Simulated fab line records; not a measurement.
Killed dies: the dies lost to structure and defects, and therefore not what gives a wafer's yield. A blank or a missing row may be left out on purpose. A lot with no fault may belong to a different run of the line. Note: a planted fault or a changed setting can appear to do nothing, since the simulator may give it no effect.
Which tool did it?    flow nand harc    39 wafers from 13 lots sampled at 5 of the route's 1302 steps

== WHAT EACH GAUGE READ, for each wafer ==
NHARC_END_SORT_01. Usual: killed at array 59, standard deviation 20; killed at other 0.8, standard deviation 1; killed at periphery 3.2, standard deviation 2.1; killed dies 63, standard deviation 21; killed open 3.0, standard deviation 1.9; killed short 2.3, standard deviation 1.5.
lot   measured      on         killed at array  killed at other  killed at periphery  killed dies  killed open  killed short  flag
L539  day 24 04:12  prober-02  69 64 65         3 1 2            1 1 4                73 66 71     6 3 2        1 2 1         
L540  day 25 09:34  prober-02  23 21 21         0 1 1            2 1 3                25 23 25     2 2 8        3 2 3         
L543  day 25 21:37  prober-02  29 26 22         1 0 1            2 2 1                32 28 24     7 2 1        2 1 1         
L542  day 26 07:46  prober-01  25 20 30         0 0 0            1 4 3                26 24 33     3 6 4        0 0 6         
L544  day 26 16:01  prober-02  75 83 70         0 2 0            2 3 8                77 88 78     2 2 8        4 4 4         
L551  day 29 06:05  prober-01  103 93 85        1 0 0            1 0 3                105 93 88    1 2 5        1 1 2         
L553  day 30 06:14  prober-01  67 78 66         0 0 0            6 5 9                73 83 75     9 3 5        2 2 4         
L554  day 30 14:04  prober-01  24 21 23         0 0 0            4 2 2                28 23 25     4 3 4        2 2 0         
L556  day 31 09:19  prober-01  55 60 66         0 2 0            3 1 1                58 63 67     1 3 3        2 2 2         
L557  day 32 00:10  prober-01  89 83 79         0 0 2            3 5 1                92 88 82     1 2 4        6 3 2         
L558  day 32 17:53  prober-01  64 66 62         2 0 0            2 2 2                68 68 64     8 4 3        1 2 2         
L559  day 33 04:44  prober-01  53 62 57         2 1 0            2 2 2                57 65 59     3 7 3        2 1 0         
L560  day 33 21:05  prober-01  47 51 48         2 2 4            0 3 3                49 56 55     1 2 1        3 3 4         

== WHICH TOOL RAN EACH LOT (tool, then ch and the chambers of the sampled wafers, then the start) ==
lot   NHARC_A_CONTACT_ETCH_137              NHARC_A_CONTACT_ETCH_139              NHARC_A_CONTACT_STRIP_26                       NHARC_A_CONTACT_CMP_20
L539  har cap etch-02 ch 0,1, day 22 03:37  har cap etch-02 ch 0,1, day 22 04:10  rie diel-03 ch 1,2, day 22 06:57 or earlier    cmp-02 ch 2,3, day 22 06:57
L540  har cap etch-01 ch 0,1, day 23 07:36  har cap etch-01 ch 0,1, day 23 08:09  rie diel-10 ch 0,1,3, day 23 10:59 or earlier  cmp-03 ch 0,1,3, day 23 10:59
L543  har cap etch-01 ch 0,1, day 23 20:52  har cap etch-01 ch 0,1, day 23 21:35  rie diel-05 ch 0,1, day 24 01:17 or earlier    cmp-03 ch 1,2,3, day 24 01:17
L542  har cap etch-03 ch 0,1, day 24 02:52  har cap etch-03 ch 0,1, day 24 03:24  rie diel-10 ch 0,2,3, day 24 06:17 or earlier  cmp-03 ch 0,3, day 24 06:17
L544  har cap etch-03 ch 0,1, day 24 11:43  har cap etch-03 ch 0,1, day 24 12:15  rie diel-05 ch 2,3, day 24 15:05 or earlier    cmp-04 ch 0,1,3, day 24 15:05
L551  har cap etch-02 ch 0,1, day 27 05:02  har cap etch-02 ch 0,1, day 27 05:46  rie diel-10 ch 0,2, day 27 08:35 or earlier    cmp-03 ch 0,1, day 27 08:35
L553  har cap etch-02 ch 0, day 27 17:50    har cap etch-02 ch 0, day 27 18:23    rie diel-05 ch 0,1,2, day 27 21:16 or earlier  cmp-03 ch 1,3, day 27 21:16
L554  har cap etch-01 ch 0,1, day 28 01:44  har cap etch-01 ch 0,1, day 28 02:17  rie diel-03 ch 0,2,3, day 28 05:05 or earlier  cmp-04 ch 0,1,3, day 28 05:05
L556  har cap etch-01 ch 0,1, day 29 07:18  har cap etch-01 ch 0,1, day 29 07:51  rie diel-05 ch 1,2, day 29 10:37 or earlier    cmp-04 ch 1,2, day 29 10:37
L557  har cap etch-03 ch 0,1, day 29 22:32  har cap etch-03 ch 0,1, day 29 23:04  rie diel-03 ch 0,1,3, day 30 01:53 or earlier  cmp-02 ch 1,2,3, day 30 01:53
L558  har cap etch-02 ch 0,1, day 30 18:20  har cap etch-02 ch 0,1, day 30 18:53  rie diel-05 ch 0,1,3, day 30 21:47 or earlier  cmp-03 ch 0,1,3, day 30 21:47
L559  har cap etch-02 ch 0,1, day 30 23:04  har cap etch-02 ch 0,1, day 30 23:37  rie diel-05 ch 0,1,2, day 31 02:26 or earlier  cmp-03 ch 1,2,3, day 31 02:26
L560  har cap etch-01 ch 0,1, day 31 00:14  har cap etch-01 ch 0,1, day 31 00:47  rie diel-10 ch 0,1, day 31 03:31 or earlier    cmp-03 ch 0,2, day 31 03:31
- NHARC_A_CONTACT_ETCH_137: etches the open film in C4F8/O2/Ar, time 311 s, target depth 1912 nm.
- NHARC_A_CONTACT_ETCH_139: etches the open film in C4F8/O2/Ar, time 195 s, target depth 840 nm.
- NHARC_A_CONTACT_STRIP_26: strips in O2.
- NHARC_A_CONTACT_CMP_20: polishes, t overpolish 30 s, target thk 300 nm.

== AS READ BY THE TOOLS THEMSELVES (means over the sampled wafers that have a number; for cases with no such wafer, the mark the record gives instead) ==
NHARC_A_CONTACT_STRIP_26. Usual: drypump motor current A 5.6 A, standard deviation 0.55; oes product au 0.999 a.u., standard deviation 0.0084; rf vpp V 57.8 V, standard deviation 1; showerhead plenum p Torr 3.53 Torr, standard deviation 0.14; throttle valve pct 17.036 %, standard deviation 0.0093.
lot   tool         drypump motor current A (A)  oes product au (a.u.)  rf vpp V (V)  showerhead plenum p Torr (Torr)  throttle valve pct (%)  flag
L539  rie diel-03  5.9                          1.006                  59.3          3.75                             17.030                  
L540  rie diel-10  5.5                          0.997                  57.9          3.47                             17.039                  
L543  rie diel-05  5.5                          1.014                  57.6          3.53                             17.036                  
L542  rie diel-10  5.4                          1.000                  58.3          3.60                             17.036                  
L544  rie diel-05  5.5                          1.009                  57.1          3.48                             17.037                  
L551  rie diel-10  5.7                          0.998                  57.5          3.58                             17.034                  
L553  rie diel-05  5.6                          1.000                  57.8          3.54                             17.042                  
L554  rie diel-03  5.6                          1.004                  57.6          3.44                             17.039                  
L556  rie diel-05  5.6                          0.990                  58.2          3.62                             17.037                  
L557  rie diel-03  5.9                          0.996                  57.8          3.49                             17.035                  
L558  rie diel-05  5.3                          1.001                  57.5          3.50                             17.026                  
L559  rie diel-05  5.6                          0.991                  58.3          3.54                             17.031                  
L560  rie diel-10  6.1                          0.987                  57.4          3.38                             17.038                  

NHARC_A_CONTACT_CMP_20. Usual: motor current A 12.1 A, standard deviation 1.2; overpolish run s 30.000 s, standard deviation 0.011; time to endpoint s 59 s, standard deviation 3.4.
lot   tool    motor current A (A)  overpolish run s (s)  time to endpoint s (s)  flag
L539  cmp-02  11.5                 30.004                55                      
L540  cmp-03  13.0                 30.008                60                      
L543  cmp-03  12.1                 30.004                57                      
L542  cmp-03  13.0                 30.016                60                      
L544  cmp-04  11.5                 30.003                60                      
L551  cmp-03  12.3                 29.999                53                      
L553  cmp-03  12.6                 30.005                49                      
L554  cmp-04  11.9                 29.996                61                      
L556  cmp-04  11.1                 30.006                64                      
L557  cmp-02  12.1                 30.001                61                      
L558  cmp-03  13.0                 30.003                61                      
L559  cmp-03  12.1                 29.998                58                      
L560  cmp-03  11.9                 30.003                59                      

== THE ANSWER, worked out from the rows above alone ==
Rule: lot off if the mean of its wafers having a number is beyond 3 standard deviations from the usual mean. A lot without any number at a reading at which 4 lots or more have one is off too. All remaining lots with rows at the step are treated as sound. First the gauges in route order, then the tools' own readings, where a lot's mean is used as printed above. At the first step where some lot is off, the reading lying furthest off is the one used; lots without a number count as furthest.
No lot is off on any of the readings shown, so nothing can be concluded from this.

== WHAT HAD BEEN PUT IN BY THE SIMULATOR ==
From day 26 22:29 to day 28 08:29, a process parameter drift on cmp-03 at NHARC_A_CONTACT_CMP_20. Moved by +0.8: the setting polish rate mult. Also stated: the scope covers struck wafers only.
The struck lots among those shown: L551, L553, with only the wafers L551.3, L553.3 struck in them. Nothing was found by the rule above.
